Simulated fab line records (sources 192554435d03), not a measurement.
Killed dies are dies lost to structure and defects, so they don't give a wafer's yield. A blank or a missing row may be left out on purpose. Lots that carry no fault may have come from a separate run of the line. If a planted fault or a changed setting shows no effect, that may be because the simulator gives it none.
fab line records | flow n5_finfet
record lots=4 | wafers=12 | last_day=18
route steps=1938 shown BEOL_M4@1099 BEOL_M5@1112 BEOL_M12@1649 PASSIVATION@1936
lots untouched by any fault: they come from a run of this same line in which no faults occurred
start_h: hours from the record's first day to the start of the lot's first wafer shown | wait_h: hours since the lot's step before | " same as the row above | L1.1+2: a single row standing in for several wafers | - either no value or no given start | * or withheld: withheld | < > ~ a bound
route shown NAME@n: NAME is a module with steps in the file, n the number in the route of the first one | usual: mean and standard deviation over wafers with no fault | same: alike in all rows | chamber/n: place in a boat | sites: the reading at each site | _std_site: standard deviation across them | _edge_site: inner sites' mean taken away from outer sites' mean | radius_mm: how far each site lies from the wafer's centre | mask NAME#n: copy n | behind: tool/chamber where the wafer was last shaped | hold: why the lot went on hold/how many hours it stayed there/how the hold came to an end | device: whichever transistor did not switch (one of n, p or np) | end of line: at the end of the route, the tests of the same wafers | a step without rows: its recipe alone | killed: the dies lost at the first sort to structure and to defects; this is not the yield of the wafer | map: a wafer's dies, x killed, . not, _ none there
set.NAME: the run value of the setting; set.NAME@STEP: its run value at that earlier step | model.NAME: the simulator's own value behind a step, which no gauge read
a table for each step, a row for each wafer; lots at some steps of the route
services: from which hour (start_h, from the record's first day; less than 0 if before it) a tool's chamber was out of use, for how many hours, and why
## steps
# step N5_BEOL_M4_ANNEAL_95
# recipe temp_c=400 | time_s=240 | ambient=vacuum
# step N5_BEOL_M4_SPUTTER_96
# recipe material=Cu | target_thk_a=45 | temp_c=-20 | chamber_pressure_pa=0.07 | power_w=withheld | time_s=8.29
# step N5_BEOL_M4_ECD_50
# recipe material=Cu | target_thk_a=3000
# step N5_BEOL_M4_ANNEAL_51
# recipe temp_c=225 | time_s=90 | ambient=N2
# step N5_BEOL_M4_CMP_52
# recipe stop_on=SiOC | t_overpolish_s=6.8 | down_force_psi=1 | platen_rpm=50 | clearing_platen_down_force_psi=1.5 | clearing_platen_rpm=50 | post_cmp_clean=cu_alkaline | target_thk_nm=40 | clearing_platen_pad_velocity_m_s=0.99484 | pad_velocity_m_s=0.99484
# step N5_BEOL_M4_PRE_CLEAN_60
# recipe gas=NH3/H2 | time_s=15 | temp_c=* | rf_power_w=300
# step N5_BEOL_M4_CO_CAP_55
# recipe material=Co | target_thk_a=20 | temp_c=200 | precursor=CCTBA/H2 | pressure_torr=30 | time_s=102.1
# step N5_BEOL_M4_PRE_CLEAN_56
# recipe gas=NH3 | time_s=15 | temp_c=withheld | rf_power_w=300
# step N5_BEOL_M4_DEP_57
# recipe material=SiCN | target_thk_a=80 | temp_c=withheld | precursor=3MS/NH3 | pressure_torr=3 | rf_w=202 | time_s=14
# step N5_BEOL_M4_RC_MEAS_101
# usual DIBL_N=36.0/2.2 | DIBL_P=36.2/2.4 | IOFF_N=0.16/0.035 | IOFF_P=0.21/0.037 | ION_N=672/13 | ION_P=461/7 | SS_N=71.4/0.69 | SS_P=73.2/0.75 | VT_N=250/3.4 | VT_P=-251/3
lot.wafer | tool      | chamber | start_h | wait_h | DIBL_N[mV/V] | DIBL_P[mV/V] | IOFF_N[nA/um] | IOFF_P[nA/um] | ION_N[uA/um] | ION_P[uA/um] | SS_N[mV/dec] | SS_P[mV/dec] | VT_N[mV] | VT_P[mV]
L505.2    | prober-02 | 0       | 207.85  | 0.2    | 35.1         | 37.4         | 0.16          | 0.23          | 676          | 470          | 72.0         | 72.7         | 252      | -248
L505.3    | "         | 0       | "       | "      | 31.4         | 32.0         | 0.11          | 0.15          | 659          | 454          | 69.9         | 71.6         | 255      | -252
L505.5    | "         | 0       | "       | "      | 29.9         | 30.3         | 0.08          | 0.13          | 643          | 443          | 70.3         | 71.0         | 257      | -256
L510.2    | prober-01 | 0       | 235.24  | 0.2    | 34.4         | 35.1         | 0.12          | 0.18          | 659          | 460          | 70.6         | 72.7         | 252      | -253
L510.5    | "         | 0       | "       | "      | 33.4         | 33.9         | 0.11          | 0.16          | 656          | 456          | 70.9         | 71.4         | 255      | -252
L510.6    | "         | 0       | "       | "      | 34.6         | 34.9         | 0.13          | 0.18          | 675          | 465          | 70.5         | 72.5         | 251      | -252
L509.1    | prober-02 | 0       | 236.73  | 0.0    | 33.1         | 33.9         | 0.11          | 0.17          | 653          | 452          | 70.3         | 72.8         | 258      | -255
L509.4    | "         | 0       | "       | "      | 36.9         | 37.4         | 0.19          | 0.23          | 678          | 466          | 72.1         | 73.7         | 248      | -249
L509.6    | "         | 0       | "       | "      | 37.6         | 38.0         | 0.20          | 0.24          | 668          | 458          | 72.4         | 74.2         | 249      | -250
L524.1    | prober-01 | 0       | 315.90  | 0.0    | 33.5         | 32.5         | 0.11          | 0.14          | 662          | 454          | 70.8         | 72.1         | 252      | -257
L524.2    | "         | 0       | "       | "      | 39.2         | 39.1         | 0.21          | 0.23          | 693          | 468          | 72.4         | 73.8         | 244      | -250
L524.4    | "         | 0       | "       | "      | 36.1         | 35.8         | 0.15          | 0.18          | 680          | 461          | 70.4         | 72.9         | 246      | -253
# step N5_BEOL_M5_ILD_DEP_00
# recipe material=SiCOH_lowk | target_thk_a=1406.4 | temp_c=300 | precursor=DEMS/porogen | pressure_torr=5 | rf_w=500 | time_s=25.9
# step N5_BEOL_M5_CURE_79
# recipe temp_c=385 | time_s=240 | ambient=He/Ar | material=SiCOH_lowk
# step N5_BEOL_M5_PECVD_70
# recipe material=SiO2 | target_thk_a=160 | temp_c=400 | precursor=TEOS/O2 | pressure_torr=5.5 | rf_w=450 | teos_flow_sccm=53.8 | gas=O2 | flow_sccm=3000 | time_s=18
# step N5_BEOL_M5_HM_DEP_02
# recipe material=TiN | target_thk_a=200 | temp_c=25 | chamber_pressure_pa=0.49996
# step N5_BEOL_M5_COAT_59
# recipe resist=SOC | temp_c=250 | time_s=60 | spin_rpm=1500 | resist_thk_nm=60
# step N5_BEOL_M5_COAT_60
# recipe resist=SiARC | temp_c=220 | time_s=60 | spin_rpm=1500 | resist_thk_nm=12
# step N5_BEOL_M5_COAT_71
# recipe resist=underlayer | temp_c=205 | time_s=60 | spin_rpm=1500 | resist_thk_nm=5
# step N5_BEOL_M5_COAT_05
# recipe resist=CAR-EUV | spin_rpm=1500 | resist_thk_nm=30
# step N5_BEOL_M5_EBR_07
# recipe solvent=PGMEA | ebr_width_mm=1.5
# step N5_BEOL_M5_SOFTBAKE_06
# recipe temp_c=110 | time_s=60 | resist=CAR-EUV
# step N5_BEOL_M5_EXPOSE_08
# recipe mask_id=M5 | na=0.33 | source_shape=annular | sigma_inner=0.4 | sigma_outer=0.8 | polarization=unpolarized | target_cd_nm=28 | dose_mj=35.75
# step N5_BEOL_M5_PEB_09
# recipe peb_temp_c=100 | peb_time_s=60 | resist=CAR-EUV
# step N5_BEOL_M5_DEVELOP_10
# recipe develop_time_s=30 | developer=TMAH | resist=CAR-EUV | rinse_liquid=surfactant_rinse | dry=air_spin | dev_temp_c=23
# step N5_BEOL_M5_DESCUM_16
# recipe chemistry=O2 | time_s=7 | source_power_w=50 | bias_power_w=20 | pressure_mtorr=20 | rf_frequency_hz=2.712e+07 | temp_c=40 | resist=CAR-EUV | o2_flow_sccm=225
# step N5_BEOL_M5_ETCH_72
# recipe chemistry=N2/H2 | target=underlayer | target_depth_a=65 | mask_material=CAR-EUV | time_s=5.2 | ion_energy_ev=200 | pressure_mtorr=30 | source_w=840 | bias_w=150 | n2_flow_sccm=200 | h2_flow_sccm=200 | ends=cleared
# step N5_BEOL_M5_ETCH_61
# recipe chemistry=CF4 | target=SiARC | target_depth_a=156 | mask_material=CAR-EUV | time_s=26 | ion_energy_ev=80 | pressure_mtorr=40 | source_w=545 | bias_w=36 | Ar_flow_sccm=100 | cf4_flow_sccm=100 | ends=cleared
# step N5_BEOL_M5_ETCH_62
# recipe chemistry=N2/H2 | target=SOC | target_depth_a=750 | overetch_a=150 | mask_material=SiARC | temp_c=40 | time_s=112.5 | ion_energy_ev=200 | pressure_mtorr=30 | source_w=840 | bias_w=150 | n2_flow_sccm=200 | h2_flow_sccm=200
# step N5_BEOL_M5_STRIP_63
# recipe chemistry=N2/H2 | temp_c=40 | n2_flow_sccm=200 | h2_flow_sccm=200 | rf_frequency_hz=6e+07
# step N5_BEOL_M5_STRIP_73
# recipe chemistry=N2/H2 | temp_c=40 | n2_flow_sccm=200 | h2_flow_sccm=200 | rf_frequency_hz=6e+07
# step N5_BEOL_M5_STRIP_64
# recipe chemistry=CF4 | resist=SiARC | power_w=300 | bias_power_w=75 | pressure_mtorr=50 | cf4_flow_sccm=150 | rf_frequency_hz=6e+07
# step N5_BEOL_M5_HM_OPEN_17
# recipe chemistry=Cl2/BCl3 | target_depth_a=200 | overetch_a=60 | target=TiN | mask_material=SOC | ion_energy_ev=150 | pressure_mtorr=10 | icp_w=1000 | bias_w=126 | Cl2_flow_sccm=53.25 | bcl3_flow_sccm=21.75 | Ar_flow_sccm=25
# step N5_BEOL_M5_STRIP_19
# recipe chemistry=O2 | power_w=400 | temp_c=40 | pressure_mtorr=30 | rf_frequency_hz=6e+07 | bias_power_w=0 | overash_fraction=0.2 | o2_flow_sccm=225
# step N5_BEOL_M5_COAT_65
# recipe resist=SOC | temp_c=250 | time_s=60 | spin_rpm=1500 | resist_thk_nm=60
# step N5_BEOL_M5_COAT_66
# recipe resist=SiARC | temp_c=220 | time_s=60 | spin_rpm=1500 | resist_thk_nm=12
# step N5_BEOL_M12_SPUTTER_44
# recipe material=Ta | target_thk_a=100 | temp_c=50 | bias_v=80 | power_w=15000 | chamber_pressure_pa=0.07 | time_s=16.13
# usual bias_v=80.2/0.79 | cathode_dc_power_W=15000/2.7 | susceptor_temp_C=50.00/0.12 | throttle_valve_pct=30.0/1.2
lot.wafer | tool           | chamber | start_h | wait_h | bias_v | cathode_dc_power_W | susceptor_temp_C | throttle_valve_pct
L505.2    | pvd_sputter-02 | -       | 278.99  | 0.0    | 80.3   | 15000              | 49.92            | 30.5
L505.3    | "              | -       | "       | "      | 79.4   | 15002              | 49.93            | 28.4
L505.5    | "              | -       | "       | "      | 80.6   | 15000              | 49.99            | 28.3
L510.2    | pvd_sputter-02 | -       | 303.08  | 0.0    | -      | -                  | -                | -
L510.5    | "              | -       | "       | "      | -      | -                  | -                | -
L510.6    | "              | -       | "       | "      | -      | -                  | -                | -
L509.1    | pvd_sputter-02 | -       | 303.44  | 0.0    | -      | -                  | -                | -
L509.4    | "              | -       | "       | "      | -      | -                  | -                | -
L509.6    | "              | -       | "       | "      | -      | -                  | -                | -
L524.1    | pvd_sputter-01 | -       | 397.46  | 0.0    | 81.9   | 15002              | 49.84            | 30.6
L524.2    | "              | -       | "       | "      | 81.4   | 15004              | 50.10            | 31.6
L524.4    | "              | -       | "       | "      | 80.2   | 14995              | 49.78            | 31.5
# step N5_BEOL_M12_CMP_49
# recipe stop_on=SiOC | t_overpolish_s=20.6 | down_force_psi=1 | platen_rpm=50 | clearing_platen_down_force_psi=1.5 | clearing_platen_rpm=50 | post_cmp_clean=cu_alkaline | target_thk_nm=320 | clearing_platen_pad_velocity_m_s=0.99484 | pad_velocity_m_s=0.99484
# usual barrier_field_endpoint_s=30.0/0.99 | motor_current_A=5.9/0.57
lot.wafer | tool   | chamber | start_h | wait_h | barrier_field_endpoint_s | motor_current_A | model.Cu_of_BEOL_M12_ECD_47.thk_nm
L505.3    | cmp-02 | 2       | 279.80  | 0.2    | 28.6                     | 5.2             | 318.2
L505.2    | "      | 0       | "       | "      | 29.5                     | 5.0             | 318.4
L505.5    | "      | 3       | "       | "      | 29.5                     | 5.5             | 325.4
L510.2    | cmp-04 | 1       | 303.83  | 0.3    | 16.8                     | 6.1             | 325.8
L510.6    | "      | 2       | "       | "      | 17.0                     | 6.4             | 327.6
L510.5    | "      | 3       | "       | "      | 17.4                     | 5.6             | 325.2
L509.4    | cmp-03 | 2       | 304.21  | 0.1    | 18.4                     | 5.5             | 321.8
L509.1    | "      | 1       | "       | "      | 17.9                     | 5.5             | 321.2
L509.6    | "      | 2       | "       | "      | 18.2                     | 5.3             | 324
L524.1    | cmp-02 | 2       | 398.30  | 0.3    | 30.5                     | 5.7             | 315.4
L524.4    | "      | 3       | "       | "      | 30.7                     | 5.6             | 319.8
L524.2    | "      | 0       | "       | "      | 29.9                     | 5.3             | 321.6
# step N5_PASSIVATION_PROBE_49
# usual defect_limited_yield=91.2/1.4 | killed_at_M0_to_M3=34/9.4 | killed_at_M4_up=14/5.6 | killed_at_contacts=13/7.8 | killed_at_front_end=37/10 | killed_at_other=4/3.3 | killed_dies=103/17 | killed_open=68/13 | killed_short=33/8.2 | sort_bin_5_function=5.1/0.92 | sort_bin_6_memory=3.3/0.71 | sort_bin_8_speed=0.01/0.043 | sort_n_pass=1077/17 | sort_yield_pct=91.2/1.4
# same gross_dies=1180 | killed_at_back_side=0 | sort_bin_4_leakage[%]=0
lot.wafer | tool      | chamber | start_h | wait_h | defect_limited_yield[%] | killed_at_M0_to_M3 | killed_at_M4_up | killed_at_contacts | killed_at_front_end | killed_at_other | killed_dies | killed_open | killed_short | sort_bin_5_function[%] | sort_bin_6_memory[%] | sort_bin_8_speed[%] | sort_n_pass | sort_yield_pct[%]
L510.2    | prober-01 | -       | 338.19  | 0.1    | 80.3                    | 33                 | 116             | 20                 | 55                  | 9               | 233         | 90          | 39           | 14.1                   | 4.9                  | 0                   | 947         | 80.3
L510.5    | prober-01 | -       | 338.34  | 0.2    | 83.8                    | 35                 | 114             | 7                  | 33                  | 2               | 191         | 59          | 28           | 12.8                   | 3.3                  | 0                   | 989         | 83.8
L510.6    | prober-01 | -       | 338.39  | 0.3    | 82.1                    | 48                 | 108             | 10                 | 28                  | 17              | 211         | 68          | 44           | 13.7                   | 3.8                  | 0                   | 969         | 82.1
L509.1    | prober-01 | -       | 342.57  | 0.0    | 80.9                    | 25                 | 129             | 12                 | 58                  | 1               | 225         | 82          | 31           | 14.8                   | 4.1                  | 0                   | 955         | 80.9
L509.4    | prober-01 | -       | 342.72  | 0.2    | 84.3                    | 44                 | 102             | 9                  | 26                  | 4               | 185         | 62          | 31           | 12.3                   | 3.1                  | 0                   | 995         | 84.3
L509.6    | prober-01 | -       | 342.82  | 0.3    | 82.2                    | 27                 | 119             | 15                 | 45                  | 4               | 210         | 77          | 31           | 14.1                   | 3.3                  | 0                   | 970         | 82.2
L524.1    | prober-01 | -       | 434.96  | 0.0    | 91.2                    | 26                 | 17              | 20                 | 38                  | 3               | 104         | 77          | 25           | 4.7                    | 4.0                  | 0                   | 1076        | 91.2
L524.2    | prober-01 | -       | 435.01  | 0.1    | 93.6                    | 17                 | 10              | 4                  | 36                  | 9               | 76          | 51          | 22           | 3.9                    | 2.0                  | 0                   | 1104        | 93.6
L524.4    | prober-01 | -       | 435.11  | 0.2    | 89.4                    | 38                 | 24              | 26                 | 24                  | 13              | 125         | 87          | 38           | 7.0                    | 3.2                  | 0                   | 1055        | 89.4
# killed by level:class
L510.2 BEOL_M12:area_sputter=103 STI_FIN_REVEAL:geometric_particle:open=19 MOL_CONTACT_COAG:geometric_particle:open=15 FIN_SAQP:geometric_particle:open=13 BEOL_M2:geometric_particle:open=8 FIN_SAQP:geometric_particle:short=7 BEOL_M1:geometric_particle:open=5 MOL_CONTACT_COAG:geometric_particle:short=5
L510.5 BEOL_M12:area_sputter=101 BEOL_M2:geometric_particle:open=11 STI_FIN_REVEAL:geometric_particle:open=9 BEOL_M0_SAQP:geometric_particle:short=7 BEOL_M3:geometric_particle:open=7 FIN_SAQP:geometric_particle:short=6 MOL_CONTACT_COAG:geometric_particle:open=6 FIN_SAQP:geometric_particle:open=4
L510.6 BEOL_M12:area_sputter=98 BEOL_M0_SAQP:geometric_particle:open=11 BEOL_M2:geometric_particle:open=11 PAD_METAL:geometric_particle:short=9 MOL_CONTACT_COAG:geometric_particle:open=7 BEOL_M4:geometric_particle:open=6 FIN_SAQP:geometric_particle:short=5 STI_FIN_REVEAL:geometric_particle:open=5
L509.1 BEOL_M12:area_sputter=108 MOL_CONTACT_COAG:geometric_particle:open=11 FIN_SAQP:geometric_particle:short=10 FIN_SAQP:geometric_particle:open=9 STI_FIN_REVEAL:geometric_particle:open=9 GATE_CUT:geometric_particle:open=8 BEOL_M4:geometric_particle:open=8 BEOL_M2:geometric_particle:open=6
L509.4 BEOL_M12:area_sputter=87 BEOL_M3:geometric_particle:open=12 BEOL_M0_SAQP:geometric_particle:open=11 FIN_SAQP:geometric_particle:short=9 BEOL_M0_SAQP:geometric_particle:short=9 MOL_CONTACT_COAG:geometric_particle:open=9 BEOL_M2:geometric_particle:open=7 FIN_SAQP:geometric_particle:open=5
L509.6 BEOL_M12:area_sputter=98 MOL_CONTACT_COAG:geometric_particle:open=12 STI_FIN_REVEAL:geometric_particle:open=11 BEOL_M3:geometric_particle:open=8 BEOL_M4:geometric_particle:open=8 FIN_SAQP:geometric_particle:short=6 FIN_SAQP:geometric_particle:open=5 BEOL_M2:geometric_particle:open=5
L524.1 MOL_CONTACT_COAG:geometric_particle:open=16 BEOL_M4:geometric_particle:open=10 DUMMY_GATE:geometric_particle:open=8 FIN_SAQP:geometric_particle:open=7 BEOL_M1:geometric_particle:open=6 BEOL_M3:geometric_particle:open=5 FIN_SAQP:geometric_particle:short=4 MOL_CONTACT_COAG:geometric_particle:short=4
L524.2 PAD_METAL:geometric_particle:open=7 BEOL_M4:geometric_particle:open=6 FIN_SAQP:geometric_particle:open=5 BEOL_M0_SAQP:geometric_particle:short=5 STARTING-WAFER:geometric_particle:short=5 STI_FIN_REVEAL:geometric_particle:open=4 GATE_CUT:geometric_particle:short=4 BEOL_M3:geometric_particle:open=4
L524.4 MOL_CONTACT_COAG:geometric_particle:open=24 BEOL_M4:geometric_particle:open=13 BEOL_M2:geometric_particle:open=9 BEOL_M0_SAQP:geometric_particle:open=7 BEOL_M0_SAQP:geometric_particle:short=6 BEOL_M1:geometric_particle:open=6 BEOL_M3:geometric_particle:short=5 FIN_SAQP:geometric_particle:open=4
# map L509.1 (x killed, . not)
_________________....xx.x.x..________________
______________......x.x........._____________
___________...........x....x.......__________
__________.....................x...._________
________.......x......................_______
_______....xxx...x..x...........x......______
______...x....x...x.x......x.....x......_____
_____.............x.....x..x........xx...____
____..x.....x.......xx........x..........x___
___x....x.xx.....x.xx..x.x....x....x.......__
___..x...x.....x.x.......xxx.x..x..xx.x....__
__............xxx...xx.xxxx.xx.x.x..x.x....._
__........x........xx...x........x.........._
_...x..............x.xx.xxxxx.x........x...x.
_.........xx.x..x.x..xxx.....x....x.....x....
_..............x...x.x.xxx......x.......x....
_..x......x..x..x.x....x.x.x..x..x.x.xx.x....
_.............xxx...xx.xx..xx..x...x......x..
_.........x..xx....xx.xx..xxxx..........x..x.
_................x..xx.....x.....xx..........
_.................x...xx..xx...x.............
__..x...........x.xxx.xx....xxx............._
__....x........x..x....x...x.x.x.x.........._
___..x..x........xxx......xx.x....x..x.....__
___...x...........x..x..x...x.x..x..xx...x.__
____..........x...x...x...x.x............x___
_____......x........x.xx....x....x.......____
______x..........x..x..x...........x...._____
_______......x...........x..x..........______
________...............x.x............_______
__________...........x..x......x...x_________
___________.....x............x.....__________
______________.................._____________
_________________...x........________________
# map L510.2 (x killed, . not)
_________________.x...x..x.x.________________
______________..x.....x...x...x._____________
___________x........x......x.......__________
__________...x......................_________
________.......x............x.......x._______
_______.........x...x.....x............______
______x..x.....x.x...xx......x.x........_____
_____.x..........x...x..x...x......x.....____
____x.....x.......xx.......x....x.........___
___x.................x...x....x......x.x...__
___..x..x........x.x..xx..x..x..x........x.__
__.............xx.x.x..xxx.xxx............x._
__.....x.....xxxx.x...x.x..x............x..._
_......x......x...x..xxxxx..x.............x..
_......x......x....x.x..x..x.....x.......x...
_.............x...xxxxxxxxxx...x.x.......x..x
_...x..........xx.....xxx.x..x.......x...x...
_..............x..x.xxxx.x.......xxx.........
_....x....x..xx...xx.xxx..x....x..xx.........
_............xx.xxx...x..x.x...xx.....x......
_x..............x.x.x.xx..xx...x..x.x...x....
__..x....x...x..x.xx..xxxx..xx............x._
__.x........x.....x....xxx.....x............_
___.........x.x..x.xxx.x....x...xx.........__
___...x.........x...x.....x.....x......x...__
____......x......x.x...x.........x........___
_____...........x.x.....x.....x.x.x......____
______..xx..........xx..x..x............_____
_______x...x..x........................______
________...x.............x......x.x..._______
__________....x...x................._________
___________.........x..xx.x...x....__________
______________................x._____________
_________________x...........________________
## services
tool   | chamber | start_h | hours | kind
cmp-04 | -       | 255.67  | 2.2   | repair
cmp-02 | -       | 264.02  | 0.6   | repair
cmp-02 | -       | 266.06  | 5.0   | pm
cmp-02 | -       | 274.28  | 1.9   | repair
cmp-03 | -       | 290.81  | 6.8   | pm
cmp-03 | -       | 320.15  | 1.3   | repair
cmp-04 | -       | 323.67  | 4.0   | pm
cmp-04 | -       | 327.67  | -     | consumable_replace:conditioner
cmp-04 | -       | 327.67  | -     | consumable_replace:pad
cmp-02 | -       | 338.31  | 0.5   | repair
cmp-03 | -       | 355.18  | 6.8   | pm
cmp-03 | -       | 368.57  | 0.9   | repair
## key
first_sign step=N5_BEOL_M12_SPUTTER_44 | reading=tool_record | direction=missing
effect step=N5_BEOL_M12_CMP_49 | reading=barrier_field_endpoint_s | direction=down | sigmas=12 | usual=30.0 | struck=17.6
effect step=N5_PASSIVATION_PROBE_49 | reading=killed_at_M4_up | direction=up | sigmas=18 | usual=14 | struck=115
model_effect step=N5_BEOL_M12_CMP_49 | value=Cu_of_BEOL_M12_ECD_47.thk_nm | without=314.4 | struck=324.3
more_kills_born_at N5_BEOL_M12_SPUTTER_44@pvd_sputter-02=599
met_at N5_BEOL_M12_SPUTTER_44
struck_wafers L509.1,L509.4,L509.6,L510.2,L510.5,L510.6
onset_between 278.99 303.08
fault kind=skipped_step_whole | tool=pvd_sputter-02 | chamber=- | onset_h=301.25 | steps=N5_BEOL_M12_SPUTTER_44 | scope=struck_lots_only
